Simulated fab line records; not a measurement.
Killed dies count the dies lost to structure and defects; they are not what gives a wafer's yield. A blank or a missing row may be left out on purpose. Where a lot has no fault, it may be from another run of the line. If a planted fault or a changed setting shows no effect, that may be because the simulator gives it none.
fab line records ; flow n5Finfet
[record] lots = 6; wafers = 18; lastDay = 16
route steps=1938 shown GATE_CUT@465 PASSIVATION@1936
lots untouched by any fault: they come from a run of this same line in which no faults occurred
startH: hours from the record's opening day to when the first of the lot's shown wafers began ; waitH: hours from the lot's prior step to this one ; " identical to the entry in the row above ; L1.1+2: several wafers, shown together as one row ; - value missing, or start not given ; * or withheld: withheld ; < > ~ a bound
route shown NAME@n: a module of which the file shows steps, and the number in the route of the first ; usual: the fault-free wafers' mean and standard deviation ; same: alike in all rows ; chamber/n: place in a boat ; sites: per-site readings ; _std_site: their standard deviation ; _edge_site: the outer-site mean with the inner-site mean subtracted ; radiusMm: how far each site lies from the wafer's centre ; mask NAME#n: copy n ; behind: the tool/chamber that last shaped the wafer ; hold: cause of the lot's hold/its duration in hours/its outcome ; device: names the non-switching transistor (n, p or np) ; end of line: tests run on the same wafers once the route is complete ; step lacking rows: just its recipe ; killed: count of dies lost to structure and defects at first sort (not the wafer's yield) ; map: the dies of a wafer, with x for killed, . for not killed, _ for no die there
set.NAME: the run value of the setting; set.NAME@STEP: its run value at that earlier step ; model.NAME: the simulator's own value behind a step, which no gauge read
lots at selected steps of the route; one table per step, one row per wafer
services: a tool's chamber out of use, with start hour (startH, from the record's first day; less than 0 if before it), hours out, and reason
[[steps]]
[step N5_GATE_CUT_ETCHBACK_00]
[recipe] chemistry = SF6/Cl2; target = W; pressureMtorr = 8; icpW = 900; biasW = 80; SF6_flow_sccm = 40; Cl2_flow_sccm = 60
[step N5_GATE_CUT_ETCH_56]
[recipe] chemistry = Cl2/Ar; target = TiN; targetDepthA = 216; pressureMtorr = 10; icpW = 600; biasW = 60; Cl2_flow_sccm = 40; Ar_flow_sccm = 60
[usual] drypumpMotorCurrentA = 5.6/0.41; heBacksideLeakSccm = 3.49/0.21; oesProductAu = 0.78/0.07; rfFwdPowerW = 596.8/2.2; throttleValvePct = 20.76/0.2
lot.wafer;tool;chamber;startH;waitH;drypumpMotorCurrentA;heBacksideLeakSccm;oesProductAu;rfFwdPowerW;rfHoursCounterH;throttleValvePct
L763.1;rieMetal-03;1;80.60;0.1;5.7;3.42;0.79;592.5;30;20.85
L763.2;rieMetal-03;0;80.60;0.1;5.2;3.61;0.89;598.8;2;20.88
L763.6;rieMetal-03;0;80.60;0.1;5.2;3.12;0.89;600.3;-;20.88
L764.1;rieMetal-01;0;84.20;0.1;5.9;3.64;0.82;596.9;28;20.44
L764.3;rieMetal-01;0;84.20;0.1;5.9;3.52;0.82;595.0;-;20.42
L764.5;rieMetal-01;1;84.20;0.1;5.2;3.66;0.58;597.2;-;21.11
L768.2;rieMetal-03;0;108.66;0.1;5.3;3.19;0.87;597.4;4;20.90
L768.3;rieMetal-03;0;108.66;0.1;5.2;3.19;0.88;596.6;-;20.88
L768.6;rieMetal-03;1;108.66;0.1;5.7;3.60;0.79;593.4;-;20.85
L776.2;rieMetal-03;1;160.94;0.1;5.7;3.64;0.77;595.5;37;20.85
L776.3;rieMetal-03;0;160.94;0.1;5.2;3.23;0.84;598.2;-;20.93
L776.5;rieMetal-03;0;160.94;0.1;5.2;3.19;0.85;598.1;-;20.91
L777.2;rieMetal-02;1;162.48;0.1;5.2;3.57;0.75;599.2;44;20.73
L777.4;rieMetal-02;0;162.48;0.1;6.2;3.38;0.76;593.4;-;20.92
L777.5;rieMetal-02;0;162.48;0.1;6.2;3.55;0.76;594.2;-;20.92
L781.1;rieMetal-03;0;188.98;0.1;5.3;3.41;0.84;599.4;11;20.90
L781.4;rieMetal-03;1;188.98;0.1;5.7;3.62;0.77;594.5;-;20.85
L781.6;rieMetal-03;1;188.98;0.1;5.7;3.47;0.77;592.9;-;20.85
[step N5_GATE_CUT_ETCHBACK_30]
[recipe] chemistry = Cl2/Ar; target = TiN; targetDepthA = 30; mode = isotropic; pressureMtorr = 10; icpW = 600; biasW = 60; Cl2_flow_sccm = 40; Ar_flow_sccm = 60
[step N5_GATE_CUT_VAPOR_ETCH_60]
[recipe] chemistry = BCl3/Cl2; target = HfO2; mode = isotropic
[step N5_GATE_CUT_ETCH_58]
[recipe] chemistry = CH3F/O2; target = SiNx; targetDepthA = 170; timeS = 128.6; ionEnergyEv = 50; pressureMtorr = 30; sourceW = 415; biasW = 21; Ar_flow_sccm = 150; CH3F_flow_sccm = 30; O2_flow_sccm = 20
[usual] drypumpMotorCurrentA = 5.91/0.26; oesProductAu = 0.78/0.08; rfFwdPowerW = 413.2/1.3; rfVppV = 99.2/0.89; showerheadPlenumPTorr = 2.01/0.054; throttleValvePct = 16.27/0.23
lot.wafer;tool;chamber;startH;waitH;drypumpMotorCurrentA;oesProductAu;rfFwdPowerW;rfHoursCounterH;rfVppV;showerheadPlenumPTorr;throttleValvePct
L763.1;rieDiel-06;3;80.82;0.0;5.77;0.70;413.8;187;99.3;2.00;16.62
L763.2;rieDiel-06;0;80.82;0.0;5.77;0.75;413.0;146;99.1;2.08;16.31
L763.6;rieDiel-06;1;80.82;0.0;6.48;0.91;409.8;-;98.9;2.06;16.03
L764.1;rieDiel-02;2;84.37;0.0;5.94;0.77;413.6;131;100.2;2.02;16.13
L764.3;rieDiel-02;1;84.37;0.0;5.98;0.89;414.4;29;101.7;2.12;15.97
L764.5;rieDiel-02;3;84.37;0.0;6.13;0.68;412.9;-;99.6;1.98;16.36
L768.2;rieDiel-06;1;108.89;0.1;6.52;0.88;414.7;34;99.8;2.06;16.03
L768.3;rieDiel-06;0;108.89;0.1;5.80;0.75;414.0;153;100.7;2.07;16.32
L768.6;rieDiel-06;1;108.89;0.1;6.50;0.89;413.2;-;99.7;2.06;16.05
L776.2;rieDiel-02;3;161.11;0.0;6.16;0.96;411.7;3;99.3;1.97;15.99
L776.3;rieDiel-02;2;161.11;0.0;5.96;0.76;414.6;159;98.0;2.01;16.19
L776.5;rieDiel-02;1;161.11;0.0;6.00;0.86;413.5;-;100.5;2.11;16.02
L777.2;rieDiel-06;2;162.69;0.1;6.03;0.72;410.1;193;99.1;1.96;16.28
L777.4;rieDiel-06;0;162.69;0.1;5.80;0.73;412.3;168;100.7;2.07;16.34
L777.5;rieDiel-06;3;162.69;0.1;5.80;0.69;412.8;-;99.3;1.99;16.64
L781.1;rieDiel-03;0;189.15;0.0;5.69;0.77;414.0;169;99.3;1.91;16.41
L781.4;rieDiel-03;2;189.15;0.0;6.05;0.80;415.2;87;100.4;2.03;16.32
L781.6;rieDiel-03;2;189.15;0.0;6.02;0.80;413.8;-;100.0;2.03;16.32
[step N5_GATE_CUT_STRIP_59]
[recipe] chemistry = N2/H2; timeS = 20; powerW = 100; tempC = 40; pressureMtorr = 100; rfFrequencyHz = 6e+07; biasPowerW = 3; n2FlowSccm = 300; h2FlowSccm = 300
[usual] drypumpMotorCurrentA = 5.92/0.26; oesProductAu = 0.78/0.084; rfVppV = 45.2/0.87; showerheadPlenumPTorr = 3.39/0.096; throttleValvePct = 12.14/0.27
lot.wafer;tool;chamber;startH;waitH;drypumpMotorCurrentA;oesProductAu;rfHoursCounterH;rfVppV;showerheadPlenumPTorr;throttleValvePct
L763.1;rieDiel-06;3;80.92;0.1;5.80;0.72;187;44.2;3.35;12.43
L763.2;rieDiel-06;0;80.92;0.1;5.81;0.74;146;45.3;3.56;12.32
L763.6;rieDiel-06;1;80.92;0.1;6.48;0.92;-;46.3;3.41;11.65
L764.1;rieDiel-02;2;84.47;0.1;5.99;0.77;131;43.0;3.39;12.08
L764.3;rieDiel-02;1;84.47;0.1;6.01;0.88;29;45.6;3.57;11.74
L764.5;rieDiel-02;3;84.47;0.1;6.17;0.68;-;44.5;3.36;12.51
L768.2;rieDiel-06;1;108.99;0.1;6.53;0.90;34;47.1;3.41;11.67
L768.3;rieDiel-06;0;108.99;0.1;5.81;0.72;153;44.0;3.55;12.36
L768.6;rieDiel-06;1;108.99;0.1;6.54;0.90;-;43.6;3.41;11.68
L776.2;rieDiel-02;3;161.21;0.1;6.16;0.96;3;46.1;3.35;11.96
L776.3;rieDiel-02;2;161.21;0.1;5.97;0.75;159;44.7;3.38;12.16
L776.5;rieDiel-02;1;161.21;0.1;6.00;0.84;-;45.5;3.55;11.82
L777.2;rieDiel-06;2;162.79;0.1;6.06;0.72;193;44.1;3.31;12.08
L777.4;rieDiel-06;0;162.79;0.1;5.81;0.71;168;45.3;3.55;12.39
L777.5;rieDiel-06;3;162.79;0.1;5.80;0.72;-;45.3;3.34;12.47
L781.1;rieDiel-03;0;189.25;0.1;5.78;0.75;169;46.1;3.22;12.22
L781.4;rieDiel-03;2;189.25;0.1;6.03;0.80;87;45.1;3.43;12.24
L781.6;rieDiel-03;2;189.25;0.1;6.05;0.80;-;44.9;3.43;12.23
[step N5_GATE_CUT_PRECLEAN_31]
[recipe] tempC = 23; chemistry = DIW; timeS = 300
[step N5_GATE_CUT_SRD_32]
[recipe] timeS = 30; tempC = 23; rinseLiquid = diw; dry = ipaMarangoni
[step N5_GATE_CUT_SAC_CAP_01]
[recipe] material = SiNx; targetThkA = 240; tempC = 400; aldPrecursorFamily = SiH2I2; aldCoReactant = N2/H2-plasma; pulseTimeS = 1; aldCycles = 480; purgeTimeS = 2; coReactantPurgeTimeS = 2; pressureTorr = 2
[step N5_GATE_CUT_PECVD_57]
[recipe] material = SiNx; targetThkA = 210; tempC = 400; precursor = SiH4/NH3/N2; pressureTorr = 1.5; rfW = 300
[usual] chamberPressureTorr = 1.500/0.0034; heaterPowerW = 782/79; rfFwdPowerW = 296.7/1.5; showerheadPlenumPTorr = 5.131/0.025; throttleValvePct = 40.6/2.9
lot.wafer;tool;chamber;startH;waitH;chamberPressureTorr;heaterPowerW;rfFwdPowerW;showerheadPlenumPTorr;throttleValvePct
L763.1;pecvd-02;0;83.33;1.1;1.496;714;294.4;5.143;45.7
L763.2;pecvd-02;1;83.33;1.1;1.496;839;296.3;5.115;40.7
L763.6;pecvd-02;2;83.33;1.1;1.504;852;298.4;5.154;40.2
L764.1;pecvd-02;0;86.89;1.1;1.509;794;295.8;5.145;45.5
L764.3;pecvd-02;2;86.89;1.1;1.498;945;297.6;5.146;40.2
L764.5;pecvd-02;1;86.89;1.1;1.495;820;294.6;5.125;40.8
L768.2;pecvd-03;2;111.41;1.1;1.508;651;296.5;5.179;36.7
L768.3;pecvd-03;1;111.41;1.1;1.501;693;297.6;5.070;44.7
L768.6;pecvd-03;1;111.41;1.1;1.498;683;298.5;5.076;44.6
L776.2;pecvd-03;1;163.89;1.1;1.500;722;298.9;5.066;44.7
L776.3;pecvd-03;0;163.89;1.1;1.506;670;298.4;5.133;39.6
L776.5;pecvd-03;1;163.89;1.1;1.498;740;297.7;5.066;44.9
L777.2;pecvd-01;0;165.20;1.1;1.506;846;298.5;5.103;38.5
L777.4;pecvd-01;2;165.20;1.1;1.500;759;296.1;5.124;39.8
L777.5;pecvd-01;0;165.20;1.1;1.506;856;297.1;5.109;38.6
L781.1;pecvd-01;2;192.65;1.1;1.498;848;296.8;5.120;39.6
L781.4;pecvd-01;0;192.65;1.1;1.495;885;298.6;5.117;38.5
L781.6;pecvd-01;2;192.65;1.1;1.499;827;295.6;5.112;40.0
[step N5_GATE_CUT_CMP_02]
[recipe] stopOn = SiO2; tOverpolishS = 12.7; postCmpClean = alkalineBrush; downForcePsi = 2.5; platenRpm = 51.8; padVelocityMS = 1.0307; targetThkNm = 0
[step N5_GATE_CUT_HM_DEP_46]
[recipe] material = SiO2; targetThkA = 1300; tempC = 400; precursor = TEOS/O2; pressureTorr = 6.5; rfW = 900; teosFlowSccm = 161.4; gas = O2; flowSccm = 2650; timeS = 26.6
[usual] chamberPressureTorr = 6.500/0.014; heaterPowerW = 566/78; rfFwdPowerW = 889/3.8; showerheadPlenumPTorr = 8.340/0.019; throttleValvePct = 18.7/1.2
lot.wafer;tool;chamber;startH;waitH;chamberPressureTorr;heaterPowerW;rfFwdPowerW;showerheadPlenumPTorr;throttleValvePct
L763.1;pecvd-01;1;83.74;0.0;6.507;614;880;8.333;17.4
L763.2;pecvd-01;2;83.74;0.0;6.492;555;885;8.326;18.2
L763.6;pecvd-01;2;83.74;0.0;6.510;560;893;8.352;17.9
L764.1;pecvd-02;2;87.49;0.0;6.504;719;890;8.389;18.7
L764.3;pecvd-02;1;87.49;0.0;6.517;649;887;8.325;19.1
L764.5;pecvd-02;0;87.49;0.0;6.505;543;888;8.351;21.3
L768.2;pecvd-01;2;111.83;0.0;6.493;550;883;8.334;18.6
L768.3;pecvd-01;1;111.83;0.0;6.476;571;887;8.359;17.3
L768.6;pecvd-01;1;111.83;0.0;6.495;555;886;8.353;17.4
L776.2;pecvd-01;1;164.29;0.0;6.480;602;883;8.321;17.5
L776.3;pecvd-01;0;164.29;0.0;6.475;534;893;8.347;18.1
L776.5;pecvd-01;0;164.29;0.0;6.496;538;888;8.335;18.1
L777.2;pecvd-01;2;165.60;0.0;6.507;596;886;8.332;18.6
L777.4;pecvd-01;0;165.60;0.0;6.472;630;893;8.327;18.2
L777.5;pecvd-01;1;165.60;0.0;6.490;534;889;8.368;17.5
L781.1;pecvd-02;1;193.24;0.0;6.517;724;886;8.343;18.8
L781.4;pecvd-02;0;193.24;0.0;6.499;532;890;8.349;21.2
L781.6;pecvd-02;2;193.24;0.0;6.533;665;885;8.338;19.1
[step N5_GATE_CUT_COAT_34]
[recipe] resist = SOC; tempC = 250; timeS = 60; spinRpm = 1500; resistThkNm = 60
[step N5_GATE_CUT_COAT_35]
[recipe] resist = SiARC; tempC = 220; timeS = 60; spinRpm = 1500; resistThkNm = 10
[step N5_GATE_CUT_COAT_27]
[recipe] resist = underlayer; tempC = 205; timeS = 60; spinRpm = 1500; resistThkNm = 10
[step N5_GATE_CUT_COAT_07]
[recipe] resist = CAR-EUV; spinRpm = 1500; resistThkNm = 30
[step N5_GATE_CUT_EBR_09]
[recipe] solvent = PGMEA; ebrWidthMm = 1.5
[step N5_GATE_CUT_SOFTBAKE_08]
[recipe] tempC = 110; timeS = 60; resist = CAR-EUV
[step N5_GATE_CUT_EXPOSE_10]
[recipe] maskId = GATE_CUT; na = 0.33; sourceShape = annular; sigmaInner = 0.35; sigmaOuter = 0.8; polarization = unpolarized; targetCdNm = 20; doseMj = 43.25
[step N5_GATE_CUT_PEB_11]
[recipe] pebTempC = 100; pebTimeS = 60; resist = CAR-EUV
[step N5_GATE_CUT_DEVELOP_12]
[recipe] developTimeS = 30; developer = TMAH; resist = CAR-EUV; rinseLiquid = surfactantRinse; dry = airSpin; devTempC = 23
[step N5_GATE_CUT_CD_MEAS_13]
[recipe] targetCdNm = 20; landingEnergyEv = 500; detector = seInlens
[usual] cdNm = 20.04/0.3
lot.wafer;tool;chamber;startH;waitH;cdNm
L763.1;cdSem-03;0;84.07;-;20.23
L763.2;cdSem-03;0;84.07;-;20.02
L763.6;cdSem-03;0;84.07;-;20.71
L764.1;cdSem-03;0;87.95;-;20.22
L764.3;cdSem-03;0;87.95;-;19.65
L764.5;cdSem-03;0;87.95;-;20.09
L768.2;cdSem-02;0;112.29;-;20.42
L768.3;cdSem-02;0;112.29;-;20.32
L768.6;cdSem-02;0;112.29;-;20.10
L776.2;cdSem-02;0;164.65;-;20.37
L776.3;cdSem-02;0;164.65;-;20.37
L776.5;cdSem-02;0;164.65;-;20.32
L777.2;cdSem-03;0;166.07;-;20.36
L777.4;cdSem-03;0;166.07;-;20.67
L777.5;cdSem-03;0;166.07;-;19.99
L781.1;cdSem-01;0;193.70;-;19.74
L781.4;cdSem-01;0;193.70;-;19.90
L781.6;cdSem-01;0;193.70;-;19.94
[step N5_GATE_CUT_OVL_MEAS_14]
[recipe] pointsPerWafer = 522
[usual] GATE_CUT_OVL = -0.2/0.7
lot.wafer;tool;chamber;startH;waitH;GATE_CUT_OVL[nm]
L763.1;overlay-01;0;84.10;0.0;-0.6
L763.2;overlay-01;0;84.10;0.0;-0.9
L763.6;overlay-01;0;84.10;0.0;-0.1
L764.1;overlay-01;0;87.98;0.0;-1.4
L764.3;overlay-01;0;87.98;0.0;-0.2
L764.5;overlay-01;0;87.98;0.0;-0.5
L768.2;overlay-01;0;112.33;0.0;-0.6
L768.3;overlay-01;0;112.33;0.0;0.3
L768.6;overlay-01;0;112.33;0.0;-0.2
L776.2;overlay-01;0;164.69;0.0;0.0
L776.3;overlay-01;0;164.69;0.0;-0.2
L776.5;overlay-01;0;164.69;0.0;-0.4
L777.2;overlay-02;0;166.10;0.0;-0.8
L777.4;overlay-02;0;166.10;0.0;-0.3
L777.5;overlay-02;0;166.10;0.0;-0.1
L781.1;overlay-02;0;193.73;0.0;-0.8
L781.4;overlay-02;0;193.73;0.0;-0.4
L781.6;overlay-02;0;193.73;0.0;1.5
[step N5_GATE_CUT_INSPECT_15]
[recipe] mode = adi; inspectInstrument = brightfield
[usual] rawDefectCount = 133/39
lot.wafer;tool;chamber;startH;waitH;rawDefectCount
L763.1;defectInspect-02;-;84.16;0.1;92
L763.2;defectInspect-02;-;84.16;0.1;130
L763.6;defectInspect-02;-;84.16;0.1;96
L764.1;defectInspect-02;-;88.04;0.1;145
L764.3;defectInspect-02;-;88.04;0.1;134
L764.5;defectInspect-02;-;88.04;0.1;90
L768.2;defectInspect-02;-;112.39;0.1;151
L768.3;defectInspect-02;-;112.39;0.1;194
L768.6;defectInspect-02;-;112.39;0.1;268
L776.2;defectInspect-02;-;164.74;0.0;844
L776.3;defectInspect-02;-;164.74;0.0;878
L776.5;defectInspect-02;-;164.74;0.0;831
L777.2;defectInspect-01;-;166.16;0.0;785
L777.4;defectInspect-01;-;166.16;0.0;764
L777.5;defectInspect-01;-;166.16;0.0;778
L781.1;defectInspect-01;-;193.79;0.1;133
L781.4;defectInspect-01;-;193.79;0.1;205
L781.6;defectInspect-01;-;193.79;0.1;77
[step N5_GATE_CUT_DESCUM_18]
[recipe] chemistry = O2; timeS = 7; sourcePowerW = 50; biasPowerW = 20; pressureMtorr = 20; rfFrequencyHz = 2.712e+07; tempC = 40; resist = CAR-EUV; o2FlowSccm = 225
[usual] drypumpMotorCurrentA = 5.86/0.25; oesProductAu = 0.77/0.077; rfFwdPowerW = 49.42/0.2; rfVppV = 243.2/1.1; showerheadPlenumPTorr = 2.10/0.059; throttleValvePct = 20.40/0.23
lot.wafer;tool;chamber;startH;waitH;drypumpMotorCurrentA;oesProductAu;rfFwdPowerW;rfHoursCounterH;rfVppV;showerheadPlenumPTorr;throttleValvePct
L763.1;rieDiel-06;3;84.19;0.0;5.78;0.72;48.90;188;242.9;2.09;20.76
L763.2;rieDiel-06;2;84.19;0.0;6.03;0.73;49.17;170;243.7;2.10;20.56
L763.6;rieDiel-06;1;84.19;0.0;6.48;0.90;49.39;-;243.5;2.13;20.05
L764.1;rieDiel-03;2;88.08;0.0;6.03;0.82;49.43;61;244.2;2.10;20.21
L764.3;rieDiel-03;0;88.08;0.0;5.70;0.77;49.24;140;242.1;2.02;20.51
L764.5;rieDiel-03;0;88.08;0.0;5.74;0.78;49.30;-;243.2;2.02;20.53
L768.2;rieDiel-03;0;112.42;0.0;5.76;0.78;49.44;147;241.4;2.02;20.52
L768.3;rieDiel-03;2;112.42;0.0;6.05;0.83;49.77;67;243.6;2.10;20.20
L768.6;rieDiel-03;0;112.42;0.0;5.73;0.78;49.33;-;242.2;2.02;20.53
L776.2;rieDiel-03;2;165.29;0.5;6.07;0.81;49.66;81;245.4;2.10;20.24
L776.3;rieDiel-03;0;165.29;0.5;5.72;0.76;49.17;162;240.7;2.01;20.54
L776.5;rieDiel-03;1;165.29;0.5;5.47;0.70;49.40;-;243.7;2.06;20.67
L777.2;rieDiel-03;0;166.19;0.0;5.80;0.76;49.24;163;243.5;2.01;20.54
L777.4;rieDiel-03;3;166.19;0.0;5.84;0.69;49.19;220;243.8;2.17;20.44
L777.5;rieDiel-03;0;166.19;0.0;5.77;0.76;49.31;-;242.3;2.01;20.57
L781.1;rieDiel-06;2;193.89;0.1;6.03;0.70;49.10;202;242.8;2.09;20.62
L781.4;rieDiel-06;0;193.89;0.1;5.82;0.70;49.50;176;242.1;2.20;20.66
L781.6;rieDiel-06;0;193.89;0.1;5.81;0.70;49.57;-;244.6;2.20;20.68
[step N5_PASSIVATION_PROBE_49]
[usual] killed_at_M0_to_M3 = 35/11; killed_at_M4_up = 13/5.7; killedAtContacts = 12/5.7; killedAtFrontEnd = 40/11; killedAtOther = 4/4.4; killedDies = 105/18; killedOnRim = 14/3.9; killedOpen = 68/14; killedShort = 34/7.4
[same] grossDies = 1180; killedAtBackSide = 0
lot.wafer;tool;chamber;startH;waitH;killed_at_M0_to_M3;killed_at_M4_up;killedAtContacts;killedAtFrontEnd;killedAtOther;killedDies;killedOnRim;killedOpen;killedShort
L776.2;prober-02;-;345.91;0.4;23;10;10;178;1;222;17;58;30
L776.3;prober-02;-;345.96;0.4;29;19;4;116;5;173;32;70;24
L776.5;prober-02;-;346.06;0.5;40;21;12;97;3;173;35;60;32
L777.2;prober-02;-;356.22;0.1;60;24;13;146;2;245;32;77;41
L777.4;prober-02;-;356.32;0.2;42;11;13;105;2;173;30;66;32
L777.5;prober-02;-;356.37;0.2;31;11;11;151;4;208;16;55;28
L781.1;prober-01;-;383.10;0.0;23;16;18;27;1;85;11;60;24
L781.4;prober-01;-;383.25;0.2;24;17;8;74;0;123;15;79;34
L781.6;prober-01;-;383.35;0.3;18;15;12;37;2;84;8;52;30
// killed by level:class
L776.2 GATE_CUT:unspecified=131 STI_FIN_REVEAL:geometricParticle:open=18 BEOL_M0_SAQP:geometricParticle:open=8 MOL_CONTACT_COAG:geometricParticle:open=7 BEOL_M0_SAQP:geometricParticle:short=6 GATE_CUT:geometricParticle:short=5 FIN_SAQP:geometricParticle:open=4 FIN_SAQP:geometricParticle:short=3
L776.3 GATE_CUT:unspecified=79 STI_FIN_REVEAL:geometricParticle:open=15 BEOL_M4:geometricParticle:open=11 BEOL_M0_SAQP:geometricParticle:open=10 BEOL_M3:geometricParticle:open=8 FIN_SAQP:geometricParticle:open=5 GATE_CUT:geometricParticle:short=4 MOL_CONTACT_COAG:geometricParticle:open=3
L776.5 GATE_CUT:unspecified=76 BEOL_M0_SAQP:geometricParticle:short=15 MOL_CONTACT_COAG:geometricParticle:open=10 BEOL_M0_SAQP:geometricParticle:open=10 BEOL_M3:geometricParticle:open=7 BEOL_M5:geometricParticle:open=6 FIN_SAQP:geometricParticle:open=5 DUMMY_GATE:geometricParticle:open=5
L777.2 GATE_CUT:unspecified=126 BEOL_M0_SAQP:geometricParticle:short=13 MOL_CONTACT_COAG:geometricParticle:open=10 BEOL_M0_SAQP:geometricParticle:open=10 BEOL_M1:geometricParticle:open=10 BEOL_M4:geometricParticle:open=8 STI_FIN_REVEAL:geometricParticle:open=7 BEOL_M3:geometricParticle:open=7
L777.4 GATE_CUT:unspecified=72 BEOL_M0_SAQP:geometricParticle:short=12 FIN_SAQP:geometricParticle:open=11 MOL_CONTACT_COAG:geometricParticle:open=9 BEOL_M0_SAQP:geometricParticle:open=9 BEOL_M1:geometricParticle:open=6 BEOL_M3:geometricParticle:open=6 STI_FIN_REVEAL:geometricParticle:open=5
L777.5 GATE_CUT:unspecified=125 BEOL_M0_SAQP:geometricParticle:short=11 FIN_SAQP:geometricParticle:open=7 GATE_CUT:geometricParticle:open=6 MOL_CONTACT_COAG:geometricParticle:short=6 MOL_CONTACT_COAG:geometricParticle:open=5 BEOL_M2:geometricParticle:open=5 GATE_CUT:geometricParticle:short=4
L781.1 MOL_CONTACT_COAG:geometricParticle:open=15 FIN_SAQP:geometricParticle:short=6 BEOL_M2:geometricParticle:open=6 BEOL_M0_SAQP:geometricParticle:open=5 BEOL_M4:geometricParticle:open=5 BEOL_M0:geometricParticle:open=4 BEOL_M1:geometricParticle:open=4 STARTING-WAFER:geometricParticle:open=4
L781.4 FIN_SAQP:geometricParticle:open=33 FIN_SAQP:geometricParticle:short=14 FIN_CUT:areaEtch=8 MOL_CONTACT_COAG:geometricParticle:open=7 BEOL_M4:geometricParticle:open=7 BEOL_M1:geometricParticle:open=6 BEOL_M0_SAQP:geometricParticle:short=5 BEOL_M2:geometricParticle:open=5
L781.6 FIN_SAQP:geometricParticle:open=9 MOL_CONTACT_COAG:geometricParticle:open=8 FIN_SAQP:geometricParticle:short=7 GATE_CUT:geometricParticle:short=5 BEOL_M0_SAQP:geometricParticle:open=5 BEOL_M2:geometricParticle:open=5 BEOL_M4:geometricParticle:open=5 MOL_CONTACT_COAG:geometricParticle:short=4
// map L776.2 (x killed, . not)
_________________....x.......________________
______________....x.x...x......._____________
___________..........x............x__________
__________.x.x......................_________
________............x.....x........x.x_______
_______............x....x..............______
______.......x................x.....xx.._____
_____.x......x.......................x...____
____.x.............x........x..x......x...___
___...x....x..x....................x.x.....__
___......................x.................__
__...........x..................x..........._
__..............................x..........._
_..........x........x.......x...xx.xxx.x.....
_...........x..........x......xxx...xxx...x..
_..x..x......................x..xxxxxxxx.xx..
_............x.....x.........xx.xxxxxxxxxxx.x
_.............x.............xxxxxxxxxxxxxxx.x
_.....x...................x..xxxxxxxxxxxxxxx.
_..........................x..xxxxxxxxxxxxxxx
_x.......x.........x.x.........xxxxxxxxxxxxx.
__...............x.....x....xx.xxxxxxxxxxxxx_
__.......x.........xx.........x.xxxxxxxxxx.x_
___xx..........................x..xxxxxxxx.__
___...x...................x.......xx.xxxx..__
____.........................x.......x...x___
_____............x........xx.............____
______..x.............x.............x..._____
_______............x........x......x...______
________....x..............x.........._______
__________..........xx....x...x....._________
___________....x...................__________
______________.......x.x........_____________
_________________x...........________________
// map L777.2 (x killed, . not)
_________________...........x________________
______________...x.....x........_____________
___________...x.x....x....x........__________
__________.................x........_________
________x..x.x...........xxx......xx.._______
_______.........x...x.......x.....x....______
______x......xx...................x....._____
_____x..............x......xx............____
____.............x....x......x.x..........___
___......x..........................x...x..__
___...x....x...x..x......................x.__
__............x..........xx................._
__..x..................x....x.x...........x._
_.x..........................................
_x................x.x..................xxx..x
_x.....x.........x.x....x............x.......
_...............x...........x...x............
_xx................x..........xx.........x...
_..xx......x.....x.....x......x....x.....x...
_............x...x..x..........x..x..........
_.x.x........x.....xx........................
__.....x.....x......x..........x........x..._
__.............x.x.x..x.....x.....x........._
___x......x........xxxx.....x..............__
___...............xx.x.xx...x......x....x..__
____......x.....xxx.xxxxxxx.xxx..x..x.x..x___
_____.x........xxxxxxxxxxxxx.............____
______.........xxxxxxxxxxxxxx...x......._____
_______.......xxxxxxxxxxxxxx..........x______
________x....xxxxxxxxxxxxxxx.........._______
__________...xxxxxxxxxxxxxxxx......._________
___________x..xxxxxxxxxxxxxx.x.....__________
______________.x.xxxxxxxxx..x..x_____________
_________________xxxxxx.x.x..________________
[[services]]
tool;chamber;startH;hours;kind
rieDiel-06;2;58.47;8.6;repair
pecvd-02;1;65.95;2.1;scheduledDown
pecvd-03;-;68.29;1.2;repair
pecvd-01;0;74.77;2.1;scheduledDown
rieDiel-02;0;84.26;23.0;repair
pecvd-01;1;96.39;5.5;scheduledDown
rieMetal-03;-;110.67;0.5;repair
rieDiel-02;0;119.54;-;clean
rieDiel-02;0;119.54;-;consumableReplace:focusRing
rieDiel-02;0;119.54;13.2;scheduledDown
rieDiel-02;0;119.54;13.2;ventCycle
pecvd-02;2;126.92;23.1;repair
rieDiel-02;3;133.06;-;clean
rieDiel-02;3;133.06;-;consumableReplace:focusRing
rieDiel-02;3;133.06;21.0;scheduledDown
rieDiel-02;3;133.06;21.0;ventCycle
rieMetal-02;0;134.83;3.9;repair
pecvd-01;1;151.35;5.3;repair
pecvd-01;-;160.27;1.6;repair
pecvd-01;2;166.77;2.1;scheduledDown
rieMetal-03;-;169.47;2.0;repair
rieMetal-02;-;170.17;0.7;repair
rieMetal-02;0;186.25;6.2;repair
pecvd-03;-;192.42;28.1;pm
[[key]]
[firstSign] step = N5_GATE_CUT_INSPECT_15; reading = rawDefectCount; direction = up; sigmas = 17; usual = 133; struck = 813
[effect] step = N5_PASSIVATION_PROBE_49; reading = killedAtFrontEnd; direction = up; sigmas = 8.4; usual = 40; struck = 132
[moreKillsBornAt] N5_GATE_CUT_HM_DEP_46@pecvd-01 = 609
metAt N5_GATE_CUT_HM_DEP_46
struckWafers L776.2,L776.3,L776.5,L777.2,L777.4,L777.5
testerLeftOut L776,L777
onsetBetween 111.83 164.29
[fault] kind = chamberParticleSource; tool = pecvd-01; chamber = -; onsetH = 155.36; steps = N5_GATE_CUT_HM_DEP_46; ratePerVisitCm2 = 1.0428; endH = 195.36
// testerLeftOut: of these lots the tester's yield and bins aren't shown, on N5 and GAA mostly nor the transistor test; their killed dies are dies lost to structure and defects alone, not to doping, threshold or leakage, so they don't give the yield
